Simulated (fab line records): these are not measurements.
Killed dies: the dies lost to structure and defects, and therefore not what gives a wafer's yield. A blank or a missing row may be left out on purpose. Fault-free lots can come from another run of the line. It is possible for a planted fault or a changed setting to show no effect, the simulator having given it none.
Which tool did it?	flow nand_harc	6 lots with 18 wafers sampled at 4 steps, on a route of 1302 steps

## WHAT THE GAUGES READ, wafer by wafer
NHARC_A_ONON_D2_THK_MEAS_30: measures by ellipsometry.
lot	measured	on	thk_nm (nm)
L545	day 13 11:37	film_metro-01	992 992 994
L547	day 14 05:46	film_metro-02	984 984 983
L550	day 15 12:51	film_metro-01	1021 1024 1023
L560	day 19 17:55	film_metro-01	623 624 622
L563	day 20 21:50	film_metro-02	1006 1007 1007
L566	day 22 12:34	film_metro-02	992 992 991

## WHAT TOOL EACH LOT RAN ON (gives the tool, then ch and the chambers of the sampled wafers, and finally the start)
lot	NHARC_A_DECK1_JOINT_CMP_13	NHARC_A_DECK1_JOINT_ETCHBACK_00	NHARC_A_ONON_D2_DEP_28
L545	cmp-02 ch 2,3, day 11 22:06	rie_si-05 ch 1,2, day 11 22:29	pecvd_onon-04 ch 0, day 13 11:09
L547	cmp-03 ch 0,1,3, day 12 10:47	rie_si-02 ch 0,3, day 12 11:09	pecvd_onon-02 ch 0, day 14 05:18
L550	cmp-03 ch 0,1,3, day 13 21:26	rie_si-02 ch 0,2,3, day 13 21:49	pecvd_onon-01 ch 0, day 15 12:28
L560	cmp-03 ch 1,3, day 18 01:28	rie_si-02 ch 0,2,3, day 18 01:50	pecvd_onon-01 ch 0, day 19 17:25
L563	cmp-02 ch 0,1,2, day 19 06:19	rie_si-05 ch 0,2,3, day 19 06:40	pecvd_onon-04 ch 0, day 20 21:23
L566	cmp-04 ch 0,2,3, day 20 16:17	rie_si-05 ch 0,2,3, day 20 16:41	pecvd_onon-01 ch 0, day 22 12:04
- NHARC_A_DECK1_JOINT_CMP_13: polishes, target thk 51.023 nm.
- NHARC_A_DECK1_JOINT_ETCHBACK_00: etches the open film in HBr, target depth 30 nm, time 17.4 s.
- NHARC_A_ONON_D2_DEP_28: target thk 1000 nm.

## THE ANSWER, worked out from the rows above alone
Rule: what is usual is taken from the lots themselves. Put in order of their means at a reading, lots are off if they are a third of the lots or fewer, leave a main group of 4 or more, and stand apart from it by a gap of 3 or more times the standard deviation of the main group's means; of several such gaps the widest counts. A main group is skipped when, at the precision printed for the reading in the tables above, its means are all equal. A lot without any number at a reading at which 4 lots or more have one is off too. Any other lot the step has rows for is counted as sound.
Off: L560, at NHARC_A_ONON_D2_THK_MEAS_30 (thk_nm). The main group has a mean of 999 nm with a standard deviation of 14.
A tool fits if, at a process step before that reading, it ran every lot that is off, and no sound lot after the first of them. Those tools and the gauges at NHARC_A_ONON_D2_THK_MEAS_30 are tried in the same way. Can't be told from this: 3 tools fit, cmp-03 at NHARC_A_DECK1_JOINT_CMP_13, rie_si-02 at NHARC_A_DECK1_JOINT_ETCHBACK_00, film_metro-01 at NHARC_A_ONON_D2_THK_MEAS_30.

## WHAT THE SIMULATOR HAD INSERTED
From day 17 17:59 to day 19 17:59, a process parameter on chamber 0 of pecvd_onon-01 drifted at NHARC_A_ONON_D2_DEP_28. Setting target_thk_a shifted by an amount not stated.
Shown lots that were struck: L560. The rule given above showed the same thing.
